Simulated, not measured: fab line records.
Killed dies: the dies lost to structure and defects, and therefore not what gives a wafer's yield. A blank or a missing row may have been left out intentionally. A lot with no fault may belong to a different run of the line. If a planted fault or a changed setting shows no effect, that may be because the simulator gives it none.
fab line records / flow n5_finfet
[record] lots = 7 wafers = 19 last_day = 17
route steps=1938 shown BEOL_M5@1177 PASSIVATION@1936
lots with no fault: from the same line, run without faults
start_h: start of the lot's first displayed wafer, in hours after the record's first day / wait_h: time in hours since the lot's previous step / " unchanged from the row above / L1.1+2: one row covering several wafers at once / - either no value or no given start / * or withheld: withheld / < > ~ a bound
route shown NAME@n: NAME is a module with steps in the file, n the number in the route of the first one / usual: the fault-free wafers' mean and standard deviation / same: alike in all rows / chamber/n: place in a boat / sites: the reading at each site / _std_site: their standard deviation / _edge_site: mean of outer sites minus mean of inner sites / radius_mm: for every site, how far away it sits from the centre of the wafer / mask NAME#n: copy n / behind: the last tool/chamber to shape the wafer / hold: the reason the lot was held/the length of the hold in hours/how it ended / device: the transistor (n, p or np) that didn't switch / end of line: tests of these same wafers at the route's end / where a step has no rows: the recipe by itself / killed: dies that structure and defects cost at the first sort, which is not the same as the wafer's yield / map: per-die view of a wafer (x killed, . not killed, _ where there is no die)
set.NAME: the setting the step ran with; set.NAME@STEP: the setting that earlier step ran with / model.NAME: the simulator's own value behind a step, which no gauge read
a table for each step, a row for each wafer; lots at some steps of the route
services: from which hour (start_h, from the record's first day; less than 0 if before it) a tool's chamber was out of use, for how many hours, and why
[[steps]]
[step N5_BEOL_M5_SPUTTER_81]
[recipe] material = Cu target_thk_a = 150 temp_c = -20 chamber_pressure_pa = 0.07 power_w = withheld time_s = 27.62
[step N5_BEOL_M5_ANNEAL_82]
[recipe] temp_c = 400 time_s = 1800 ambient = vacuum
[step N5_BEOL_M5_SPUTTER_83]
[recipe] material = Cu target_thk_a = 150 temp_c = -20 chamber_pressure_pa = 0.07 power_w = withheld time_s = 27.62
[usual] throttle_valve_pct = 29.4/1.2
lot.wafer=L885.1 tool=pvd_sputter-01 chamber=- start_h=226.49 wait_h=1.3 throttle_valve_pct=26.9
lot.wafer=L885.2 tool=pvd_sputter-01 chamber=- start_h=226.49 wait_h=1.3 throttle_valve_pct=30.0
lot.wafer=L885.4 tool=pvd_sputter-01 chamber=- start_h=226.49 wait_h=1.3 throttle_valve_pct=29.5
lot.wafer=L887.2 tool=pvd_sputter-03 chamber=- start_h=234.97 wait_h=0.5 throttle_valve_pct=29.6
lot.wafer=L887.3 tool=pvd_sputter-03 chamber=- start_h=234.97 wait_h=0.5 throttle_valve_pct=30.5
lot.wafer=L887.6 tool=pvd_sputter-03 chamber=- start_h=234.97 wait_h=0.5 throttle_valve_pct=29.8
lot.wafer=L889.1 tool=pvd_sputter-02 chamber=- start_h=255.24 wait_h=0.5 throttle_valve_pct=31.0
lot.wafer=L889.2 tool=pvd_sputter-02 chamber=- start_h=255.24 wait_h=0.5 throttle_valve_pct=29.9
lot.wafer=L889.6 tool=pvd_sputter-02 chamber=- start_h=255.24 wait_h=0.5 throttle_valve_pct=29.8
lot.wafer=L890.1 tool=pvd_sputter-01 chamber=- start_h=262.34 wait_h=0.5 throttle_valve_pct=29.8
lot.wafer=L890.2 tool=pvd_sputter-01 chamber=- start_h=262.34 wait_h=0.5 throttle_valve_pct=27.1
lot.wafer=L891.1 tool=pvd_sputter-03 chamber=- start_h=268.34 wait_h=0.5 throttle_valve_pct=29.5
lot.wafer=L891.2 tool=pvd_sputter-03 chamber=- start_h=268.34 wait_h=0.5 throttle_valve_pct=27.3
lot.wafer=L898.1 tool=pvd_sputter-01 chamber=- start_h=303.93 wait_h=0.5 throttle_valve_pct=29.4
lot.wafer=L898.4 tool=pvd_sputter-01 chamber=- start_h=303.93 wait_h=0.5 throttle_valve_pct=30.1
lot.wafer=L898.5 tool=pvd_sputter-01 chamber=- start_h=303.93 wait_h=0.5 throttle_valve_pct=27.1
lot.wafer=L899.2 tool=pvd_sputter-01 chamber=- start_h=318.45 wait_h=0.5 throttle_valve_pct=30.1
lot.wafer=L899.5 tool=pvd_sputter-01 chamber=- start_h=318.45 wait_h=0.5 throttle_valve_pct=29.9
lot.wafer=L899.6 tool=pvd_sputter-01 chamber=- start_h=318.45 wait_h=0.5 throttle_valve_pct=27.1
[step N5_BEOL_M5_ANNEAL_84]
[recipe] temp_c = 400 time_s = 1800 ambient = vacuum
[step N5_BEOL_M5_SPUTTER_88]
[recipe] material = Cu target_thk_a = 150 temp_c = -20 chamber_pressure_pa = 0.07 power_w = withheld time_s = 27.62
[step N5_BEOL_M5_ANNEAL_89]
[recipe] temp_c = 400 time_s = 1800 ambient = vacuum
[usual] heater_power_w = 845/80
lot.wafer=L885.1 tool=pvd_sputter-01 chamber=- start_h=227.66 wait_h=0.0 heater_power_w=804
lot.wafer=L885.2 tool=pvd_sputter-01 chamber=- start_h=227.66 wait_h=0.0 heater_power_w=802
lot.wafer=L885.4 tool=pvd_sputter-01 chamber=- start_h=227.66 wait_h=0.0 heater_power_w=907
lot.wafer=L887.2 tool=pvd_sputter-03 chamber=- start_h=236.13 wait_h=0.0 heater_power_w=825
lot.wafer=L887.3 tool=pvd_sputter-03 chamber=- start_h=236.13 wait_h=0.0 heater_power_w=870
lot.wafer=L887.6 tool=pvd_sputter-03 chamber=- start_h=236.13 wait_h=0.0 heater_power_w=862
lot.wafer=L889.1 tool=pvd_sputter-02 chamber=- start_h=256.40 wait_h=0.0 heater_power_w=921
lot.wafer=L889.2 tool=pvd_sputter-02 chamber=- start_h=256.40 wait_h=0.0 heater_power_w=808
lot.wafer=L889.6 tool=pvd_sputter-02 chamber=- start_h=256.40 wait_h=0.0 heater_power_w=827
lot.wafer=L890.1 tool=pvd_sputter-01 chamber=- start_h=263.51 wait_h=0.0 heater_power_w=790
lot.wafer=L890.2 tool=pvd_sputter-01 chamber=- start_h=263.51 wait_h=0.0 heater_power_w=784
lot.wafer=L891.1 tool=pvd_sputter-03 chamber=- start_h=269.50 wait_h=0.0 heater_power_w=825
lot.wafer=L891.2 tool=pvd_sputter-03 chamber=- start_h=269.50 wait_h=0.0 heater_power_w=664
lot.wafer=L898.1 tool=pvd_sputter-01 chamber=- start_h=305.09 wait_h=0.0 heater_power_w=890
lot.wafer=L898.4 tool=pvd_sputter-01 chamber=- start_h=305.09 wait_h=0.0 heater_power_w=791
lot.wafer=L898.5 tool=pvd_sputter-01 chamber=- start_h=305.09 wait_h=0.0 heater_power_w=800
lot.wafer=L899.2 tool=pvd_sputter-01 chamber=- start_h=319.62 wait_h=0.0 heater_power_w=803
lot.wafer=L899.5 tool=pvd_sputter-01 chamber=- start_h=319.62 wait_h=0.0 heater_power_w=799
lot.wafer=L899.6 tool=pvd_sputter-01 chamber=- start_h=319.62 wait_h=0.0 heater_power_w=791
[step N5_BEOL_M5_SPUTTER_90]
[recipe] material = Cu target_thk_a = 45 temp_c = -20 chamber_pressure_pa = 0.07 power_w = withheld time_s = 8.29
[usual] throttle_valve_pct = 29.4/1.2
lot.wafer=L885.1 tool=pvd_sputter-01 chamber=- start_h=228.67 wait_h=0.5 throttle_valve_pct=27.3
lot.wafer=L885.2 tool=pvd_sputter-01 chamber=- start_h=228.67 wait_h=0.5 throttle_valve_pct=29.8
lot.wafer=L885.4 tool=pvd_sputter-01 chamber=- start_h=228.67 wait_h=0.5 throttle_valve_pct=29.5
lot.wafer=L887.2 tool=pvd_sputter-03 chamber=- start_h=237.14 wait_h=0.5 throttle_valve_pct=29.9
lot.wafer=L887.3 tool=pvd_sputter-03 chamber=- start_h=237.14 wait_h=0.5 throttle_valve_pct=30.4
lot.wafer=L887.6 tool=pvd_sputter-03 chamber=- start_h=237.14 wait_h=0.5 throttle_valve_pct=29.6
lot.wafer=L889.1 tool=pvd_sputter-02 chamber=- start_h=257.41 wait_h=0.5 throttle_valve_pct=30.9
lot.wafer=L889.2 tool=pvd_sputter-02 chamber=- start_h=257.41 wait_h=0.5 throttle_valve_pct=29.7
lot.wafer=L889.6 tool=pvd_sputter-02 chamber=- start_h=257.41 wait_h=0.5 throttle_valve_pct=30.0
lot.wafer=L890.1 tool=pvd_sputter-01 chamber=- start_h=264.51 wait_h=0.5 throttle_valve_pct=29.9
lot.wafer=L890.2 tool=pvd_sputter-01 chamber=- start_h=264.51 wait_h=0.5 throttle_valve_pct=27.5
lot.wafer=L891.1 tool=pvd_sputter-03 chamber=- start_h=270.51 wait_h=0.5 throttle_valve_pct=29.8
lot.wafer=L891.2 tool=pvd_sputter-03 chamber=- start_h=270.51 wait_h=0.5 throttle_valve_pct=27.4
lot.wafer=L898.1 tool=pvd_sputter-01 chamber=- start_h=306.10 wait_h=0.5 throttle_valve_pct=29.3
lot.wafer=L898.4 tool=pvd_sputter-01 chamber=- start_h=306.10 wait_h=0.5 throttle_valve_pct=30.0
lot.wafer=L898.5 tool=pvd_sputter-01 chamber=- start_h=306.10 wait_h=0.5 throttle_valve_pct=27.4
lot.wafer=L899.2 tool=pvd_sputter-01 chamber=- start_h=320.62 wait_h=0.5 throttle_valve_pct=30.5
lot.wafer=L899.5 tool=pvd_sputter-01 chamber=- start_h=320.62 wait_h=0.5 throttle_valve_pct=29.9
lot.wafer=L899.6 tool=pvd_sputter-01 chamber=- start_h=320.62 wait_h=0.5 throttle_valve_pct=27.4
[step N5_BEOL_M5_ECD_50]
[recipe] material = Cu target_thk_a = 3000
[step N5_BEOL_M5_ANNEAL_51]
[recipe] temp_c = 225 time_s = 90 ambient = N2
[usual] wafer_temp_C_max = 226.5/0.31
lot.wafer=L885.1 tool=rtp_anneal-01 chamber=0 start_h=228.87 wait_h=0.1 wafer_temp_C_max=226.0
lot.wafer=L885.2 tool=rtp_anneal-01 chamber=0 start_h=228.87 wait_h=0.1 wafer_temp_C_max=226.6
lot.wafer=L885.4 tool=rtp_anneal-01 chamber=0 start_h=228.87 wait_h=0.1 wafer_temp_C_max=226.7
lot.wafer=L887.2 tool=rtp_anneal-01 chamber=0 start_h=238.44 wait_h=1.2 wafer_temp_C_max=226.6
lot.wafer=L887.3 tool=rtp_anneal-01 chamber=0 start_h=238.44 wait_h=1.2 wafer_temp_C_max=226.3
lot.wafer=L887.6 tool=rtp_anneal-01 chamber=0 start_h=238.44 wait_h=1.2 wafer_temp_C_max=226.8
lot.wafer=L889.1 tool=rtp_anneal-01 chamber=0 start_h=258.08 wait_h=0.5 wafer_temp_C_max=226.7
lot.wafer=L889.2 tool=rtp_anneal-01 chamber=0 start_h=258.08 wait_h=0.5 wafer_temp_C_max=226.7
lot.wafer=L889.6 tool=rtp_anneal-01 chamber=0 start_h=258.08 wait_h=0.5 wafer_temp_C_max=226.6
lot.wafer=L890.1 tool=rtp_anneal-02 chamber=0 start_h=264.72 wait_h=0.1 wafer_temp_C_max=226.0
lot.wafer=L890.2 tool=rtp_anneal-02 chamber=0 start_h=264.72 wait_h=0.1 wafer_temp_C_max=225.9
lot.wafer=L891.1 tool=rtp_anneal-01 chamber=0 start_h=270.80 wait_h=0.1 wafer_temp_C_max=227.3
lot.wafer=L891.2 tool=rtp_anneal-01 chamber=0 start_h=270.80 wait_h=0.1 wafer_temp_C_max=226.5
lot.wafer=L898.1 tool=rtp_anneal-02 chamber=0 start_h=306.30 wait_h=0.1 wafer_temp_C_max=226.3
lot.wafer=L898.4 tool=rtp_anneal-02 chamber=0 start_h=306.30 wait_h=0.1 wafer_temp_C_max=226.4
lot.wafer=L898.5 tool=rtp_anneal-02 chamber=0 start_h=306.30 wait_h=0.1 wafer_temp_C_max=226.8
lot.wafer=L899.2 tool=rtp_anneal-02 chamber=0 start_h=320.95 wait_h=0.2 wafer_temp_C_max=226.3
lot.wafer=L899.5 tool=rtp_anneal-02 chamber=0 start_h=320.95 wait_h=0.2 wafer_temp_C_max=226.2
lot.wafer=L899.6 tool=rtp_anneal-02 chamber=0 start_h=320.95 wait_h=0.2 wafer_temp_C_max=226.5
[step N5_BEOL_M5_CMP_52]
[recipe] stop_on = SiCOH_lowk t_overpolish_s = 6.9 down_force_psi = 1 platen_rpm = 50 clearing_platen_down_force_psi = 1.5 clearing_platen_rpm = 50 post_cmp_clean = cu_alkaline target_thk_nm = 62 clearing_platen_pad_velocity_m_s = 0.99484 pad_velocity_m_s = 0.99484
[usual] barrier_field_endpoint_s = 24.4/0.53 motor_current_A = 6.2/0.53 overpolish_run_s = 6.901/0.0084 time_to_endpoint_s = 61.5/2.7
lot.wafer=L885.4 tool=cmp-02 chamber=2 start_h=229.17 wait_h=0.1 barrier_field_endpoint_s=23.9 motor_current_A=6.8 overpolish_run_s=6.885 time_to_endpoint_s=58.8
lot.wafer=L885.1 tool=cmp-02 chamber=0 start_h=229.17 wait_h=0.1 barrier_field_endpoint_s=24.3 motor_current_A=6.5 overpolish_run_s=6.917 time_to_endpoint_s=61.0
lot.wafer=L885.2 tool=cmp-02 chamber=1 start_h=229.17 wait_h=0.1 barrier_field_endpoint_s=23.9 motor_current_A=7.3 overpolish_run_s=6.893 time_to_endpoint_s=62.7
lot.wafer=L887.2 tool=cmp-02 chamber=1 start_h=238.77 wait_h=0.3 barrier_field_endpoint_s=24.8 motor_current_A=6.9 overpolish_run_s=6.896 time_to_endpoint_s=62.6
lot.wafer=L887.3 tool=cmp-02 chamber=2 start_h=238.77 wait_h=0.3 barrier_field_endpoint_s=24.6 motor_current_A=7.2 overpolish_run_s=6.898 time_to_endpoint_s=61.7
lot.wafer=L887.6 tool=cmp-02 chamber=3 start_h=238.77 wait_h=0.3 barrier_field_endpoint_s=24.5 motor_current_A=5.0 overpolish_run_s=6.916 time_to_endpoint_s=57.6
lot.wafer=L889.1 tool=cmp-01 chamber=2 start_h=259.78 wait_h=1.7 barrier_field_endpoint_s=24.2 motor_current_A=6.2 overpolish_run_s=6.894 time_to_endpoint_s=60.2
lot.wafer=L889.2 tool=cmp-01 chamber=3 start_h=259.78 wait_h=1.7 barrier_field_endpoint_s=24.3 motor_current_A=5.6 overpolish_run_s=6.914 time_to_endpoint_s=60.8
lot.wafer=L889.6 tool=cmp-01 chamber=1 start_h=259.78 wait_h=1.7 barrier_field_endpoint_s=25.2 motor_current_A=6.0 overpolish_run_s=6.892 time_to_endpoint_s=62.4
lot.wafer=L890.1 tool=cmp-02 chamber=1 start_h=265.01 wait_h=0.3 barrier_field_endpoint_s=23.1 motor_current_A=6.7 overpolish_run_s=6.909 time_to_endpoint_s=61.3
lot.wafer=L890.2 tool=cmp-02 chamber=0 start_h=265.01 wait_h=0.3 barrier_field_endpoint_s=23.7 motor_current_A=6.4 overpolish_run_s=6.900 time_to_endpoint_s=64.3
lot.wafer=L891.2 tool=cmp-01 chamber=1 start_h=271.09 wait_h=0.2 barrier_field_endpoint_s=25.1 motor_current_A=6.1 overpolish_run_s=6.893 time_to_endpoint_s=62.1
lot.wafer=L891.1 tool=cmp-01 chamber=3 start_h=271.09 wait_h=0.2 barrier_field_endpoint_s=24.5 motor_current_A=5.7 overpolish_run_s=6.907 time_to_endpoint_s=59.4
lot.wafer=L898.1 tool=cmp-01 chamber=1 start_h=306.67 wait_h=0.3 barrier_field_endpoint_s=24.2 motor_current_A=5.8 overpolish_run_s=6.903 time_to_endpoint_s=62.0
lot.wafer=L898.4 tool=cmp-01 chamber=2 start_h=306.67 wait_h=0.3 barrier_field_endpoint_s=25.0 motor_current_A=5.9 overpolish_run_s=6.890 time_to_endpoint_s=66.1
lot.wafer=L898.5 tool=cmp-01 chamber=3 start_h=306.67 wait_h=0.3 barrier_field_endpoint_s=24.8 motor_current_A=5.7 overpolish_run_s=6.915 time_to_endpoint_s=62.2
lot.wafer=L899.2 tool=cmp-01 chamber=0 start_h=321.24 wait_h=0.2 barrier_field_endpoint_s=24.7 motor_current_A=7.1 overpolish_run_s=6.898 time_to_endpoint_s=65.2
lot.wafer=L899.6 tool=cmp-01 chamber=3 start_h=321.24 wait_h=0.2 barrier_field_endpoint_s=24.7 motor_current_A=5.6 overpolish_run_s=6.912 time_to_endpoint_s=60.1
lot.wafer=L899.5 tool=cmp-01 chamber=0 start_h=321.24 wait_h=0.2 barrier_field_endpoint_s=25.4 motor_current_A=6.6 overpolish_run_s=6.896 time_to_endpoint_s=65.2
[step N5_BEOL_M5_THK_MEAS_53]
[recipe] thk_meas_gauge = xrf reads = Cu_of_BEOL_M5_ECD_50
[usual] M5_THK = 62.7/1.7
lot.wafer=L885.1 tool=film_metro-01 chamber=- start_h=229.46 wait_h=- M5_THK[nm]=63.1
lot.wafer=L885.2 tool=film_metro-01 chamber=- start_h=229.46 wait_h=- M5_THK[nm]=62.9
lot.wafer=L885.4 tool=film_metro-01 chamber=- start_h=229.46 wait_h=- M5_THK[nm]=64.5
lot.wafer=L887.2 tool=film_metro-01 chamber=- start_h=238.99 wait_h=- M5_THK[nm]=64.2
lot.wafer=L887.3 tool=film_metro-01 chamber=- start_h=238.99 wait_h=- M5_THK[nm]=63.5
lot.wafer=L887.6 tool=film_metro-01 chamber=- start_h=238.99 wait_h=- M5_THK[nm]=62.4
lot.wafer=L889.1 tool=film_metro-02 chamber=- start_h=260.04 wait_h=- M5_THK[nm]=61.5
lot.wafer=L889.2 tool=film_metro-02 chamber=- start_h=260.04 wait_h=- M5_THK[nm]=60.5
lot.wafer=L889.6 tool=film_metro-02 chamber=- start_h=260.04 wait_h=- M5_THK[nm]=62.3
lot.wafer=L890.1 tool=film_metro-02 chamber=- start_h=265.31 wait_h=- M5_THK[nm]=63.4
lot.wafer=L890.2 tool=film_metro-02 chamber=- start_h=265.31 wait_h=- M5_THK[nm]=63.3
lot.wafer=L891.1 tool=film_metro-01 chamber=- start_h=271.39 wait_h=- M5_THK[nm]=62.6
lot.wafer=L891.2 tool=film_metro-01 chamber=- start_h=271.39 wait_h=- M5_THK[nm]=65.1
lot.wafer=L898.1 tool=film_metro-02 chamber=- start_h=306.89 wait_h=- M5_THK[nm]=63.4
lot.wafer=L898.4 tool=film_metro-02 chamber=- start_h=306.89 wait_h=- M5_THK[nm]=63.6
lot.wafer=L898.5 tool=film_metro-02 chamber=- start_h=306.89 wait_h=- M5_THK[nm]=62.1
lot.wafer=L899.2 tool=film_metro-01 chamber=- start_h=321.50 wait_h=- M5_THK[nm]=62.5
lot.wafer=L899.5 tool=film_metro-01 chamber=- start_h=321.50 wait_h=- M5_THK[nm]=64.7
lot.wafer=L899.6 tool=film_metro-01 chamber=- start_h=321.50 wait_h=- M5_THK[nm]=61.3
[step N5_BEOL_M5_PRE_CLEAN_77]
[recipe] gas = NH3/H2 time_s = 15 temp_c = * rf_power_w = 300
[step N5_BEOL_M5_CO_CAP_78]
[recipe] material = Co target_thk_a = 20 temp_c = 200 precursor = CCTBA/H2 pressure_torr = 30 time_s = 102.1
[usual] heater_power_w = 234/9.2 run_length_s = 125.0/0.59
lot.wafer=L885.1 tool=cvd_co-02 chamber=0 start_h=229.54 wait_h=0.0 heater_power_w=230 run_length_s=124.5 model.Co_of_BEOL_M5_CO_CAP_78.thk_nm=2
lot.wafer=L885.2 tool=cvd_co-02 chamber=1 start_h=229.54 wait_h=0.0 heater_power_w=233 run_length_s=125.3 model.Co_of_BEOL_M5_CO_CAP_78.thk_nm=2
lot.wafer=L885.4 tool=cvd_co-02 chamber=2 start_h=229.54 wait_h=0.0 heater_power_w=239 run_length_s=124.1 model.Co_of_BEOL_M5_CO_CAP_78.thk_nm=2.2
lot.wafer=L887.2 tool=cvd_co-02 chamber=0 start_h=239.06 wait_h=0.0 heater_power_w=227 run_length_s=124.5 model.Co_of_BEOL_M5_CO_CAP_78.thk_nm=2.2
lot.wafer=L887.3 tool=cvd_co-02 chamber=2 start_h=239.06 wait_h=0.0 heater_power_w=242 run_length_s=123.8 model.Co_of_BEOL_M5_CO_CAP_78.thk_nm=2.2
lot.wafer=L887.6 tool=cvd_co-02 chamber=0 start_h=239.06 wait_h=0.0 heater_power_w=232 run_length_s=125.0 model.Co_of_BEOL_M5_CO_CAP_78.thk_nm=2.2
lot.wafer=L889.1 tool=cvd_co-02 chamber=1 start_h=260.32 wait_h=0.0 heater_power_w=238 run_length_s=98.3 model.Co_of_BEOL_M5_CO_CAP_78.thk_nm=1.6
lot.wafer=L889.2 tool=cvd_co-02 chamber=0 start_h=260.32 wait_h=0.0 heater_power_w=228 run_length_s=98.3 model.Co_of_BEOL_M5_CO_CAP_78.thk_nm=1.4
lot.wafer=L889.6 tool=cvd_co-02 chamber=1 start_h=260.32 wait_h=0.0 heater_power_w=231 run_length_s=125.7 model.Co_of_BEOL_M5_CO_CAP_78.thk_nm=2
lot.wafer=L890.1 tool=cvd_co-02 chamber=0 start_h=265.47 wait_h=0.0 heater_power_w=231 run_length_s=97.5 model.Co_of_BEOL_M5_CO_CAP_78.thk_nm=1.6
lot.wafer=L890.2 tool=cvd_co-02 chamber=1 start_h=265.47 wait_h=0.0 heater_power_w=230 run_length_s=98.4 model.Co_of_BEOL_M5_CO_CAP_78.thk_nm=1.6
lot.wafer=L891.1 tool=cvd_co-02 chamber=1 start_h=271.48 wait_h=0.0 heater_power_w=239 run_length_s=98.3 model.Co_of_BEOL_M5_CO_CAP_78.thk_nm=1.8
lot.wafer=L891.2 tool=cvd_co-02 chamber=0 start_h=271.48 wait_h=0.0 heater_power_w=233 run_length_s=97.4 model.Co_of_BEOL_M5_CO_CAP_78.thk_nm=1.4
lot.wafer=L898.1 tool=cvd_co-01 chamber=2 start_h=306.97 wait_h=0.0 heater_power_w=253 run_length_s=125.1 model.Co_of_BEOL_M5_CO_CAP_78.thk_nm=2
lot.wafer=L898.4 tool=cvd_co-01 chamber=2 start_h=306.97 wait_h=0.0 heater_power_w=253 run_length_s=125.1 model.Co_of_BEOL_M5_CO_CAP_78.thk_nm=2
lot.wafer=L898.5 tool=cvd_co-01 chamber=1 start_h=306.97 wait_h=0.0 heater_power_w=223 run_length_s=125.8 model.Co_of_BEOL_M5_CO_CAP_78.thk_nm=2
lot.wafer=L899.2 tool=cvd_co-01 chamber=1 start_h=321.59 wait_h=0.0 heater_power_w=222 run_length_s=125.2 model.Co_of_BEOL_M5_CO_CAP_78.thk_nm=2.2
lot.wafer=L899.5 tool=cvd_co-01 chamber=2 start_h=321.59 wait_h=0.0 heater_power_w=248 run_length_s=125.9 model.Co_of_BEOL_M5_CO_CAP_78.thk_nm=2.2
lot.wafer=L899.6 tool=cvd_co-01 chamber=1 start_h=321.59 wait_h=0.0 heater_power_w=218 run_length_s=125.2 model.Co_of_BEOL_M5_CO_CAP_78.thk_nm=2.2
[step N5_BEOL_M5_PRE_CLEAN_55]
[recipe] gas = NH3 time_s = 15 temp_c = withheld rf_power_w = 300
[step N5_PASSIVATION_PROBE_49]
[usual] defect_limited_yield = 91.3/1.4 killed_at_M0_to_M3 = 36/11 killed_at_M4_up = 13/5.2 killed_at_contacts = 13/6.5 killed_at_front_end = 37/11 killed_at_other = 3.6/2.9 killed_dies = 103/17 killed_open = 68/12 killed_short = 33/7.3 sort_bin_4_leakage = 0.01/0.039 sort_bin_5_function = 5.2/0.91 sort_bin_6_memory = 3.2/0.67 sort_n_pass = 1077/17 sort_yield_pct = 91.3/1.4
[same] gross_dies = 1180 killed_at_back_side = 0 sort_bin_8_speed[%] = 0
lot.wafer=L890.1 tool=prober-01 chamber=- start_h=367.95 wait_h=0.0 defect_limited_yield[%]=88.1 killed_at_M0_to_M3=44 killed_at_M4_up=19 killed_at_contacts=7 killed_at_front_end=56 killed_at_other=14 killed_dies=140 killed_open=85 killed_short=49 sort_bin_4_leakage[%]=0 sort_bin_5_function[%]=6.9 sort_bin_6_memory[%]=4.6 sort_n_pass=1040 sort_yield_pct[%]=88.1
lot.wafer=L890.2 tool=prober-01 chamber=- start_h=368.00 wait_h=0.1 defect_limited_yield[%]=91.9 killed_at_M0_to_M3=34 killed_at_M4_up=11 killed_at_contacts=6 killed_at_front_end=42 killed_at_other=2 killed_dies=95 killed_open=59 killed_short=34 sort_bin_4_leakage[%]=0 sort_bin_5_function[%]=5.4 sort_bin_6_memory[%]=2.3 sort_n_pass=1085 sort_yield_pct[%]=91.9
// killed by level:class
L890.1 FIN_SAQP:geometric_particle:short=13 BEOL_M0_SAQP:geometric_particle:open=12 FIN_SAQP:geometric_particle:open=8 BEOL_M0_SAQP:geometric_particle:short=7 MOL_CONTACT_COAG:geometric_particle:open=7 BEOL_M2:geometric_particle:open=7 BEOL_M4:geometric_particle:short=6 PASS1_CAP:geometric_particle:open=6
L890.2 FIN_SAQP:geometric_particle:open=9 FIN_SAQP:geometric_particle:short=9 BEOL_M1:geometric_particle:open=8 STI_FIN_REVEAL:geometric_particle:open=7 BEOL_M3:geometric_particle:open=6 MOL_CONTACT_COAG:geometric_particle:open=5 BEOL_M0_SAQP:geometric_particle:short=5 BEOL_M0_SAQP:geometric_particle:open=4
[[services]]
tool=cmp-02 chamber=- start_h=213.67 hours=5.1 kind=repair
tool=cmp-01 chamber=- start_h=231.43 hours=2.0 kind=repair
tool=pvd_sputter-02 chamber=- start_h=239.55 hours=2.6 kind=repair
tool=cmp-01 chamber=- start_h=245.83 hours=6.2 kind=pm
tool=cvd_co-02 chamber=2 start_h=257.04 hours=21.8 kind=repair
tool=rtp_anneal-01 chamber=- start_h=262.45 hours=4.9 kind=pm
tool=cmp-01 chamber=- start_h=279.23 hours=5.3 kind=pm
tool=cvd_co-02 chamber=- start_h=301.86 hours=6.9 kind=pm
tool=pvd_sputter-01 chamber=- start_h=306.96 hours=5.3 kind=repair
tool=cmp-01 chamber=- start_h=315.34 hours=1.4 kind=repair
[[key]]
[first_sign] step = N5_BEOL_M5_CO_CAP_78 reading = run_length_s direction = down sigmas = 46 usual = * struck = *
effect none on later readings
[model_effect] step = N5_BEOL_M5_CO_CAP_78 value = Co_of_BEOL_M5_CO_CAP_78.thk_nm without = 2.1 struck = 1.567
met_at N5_BEOL_M5_CO_CAP_78
struck_wafers L889.1,L889.2,L890.1,L890.2,L891.1,L891.2
onset_between 239.06 260.32
[fault] kind = process_parameter_drift tool = cvd_co-02 chamber = - onset_h = 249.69 steps = N5_BEOL_M5_CO_CAP_78 channel = time_s offset = * shape = step end_h = 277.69 scope = struck_wafers_only acts_in = * stated = *
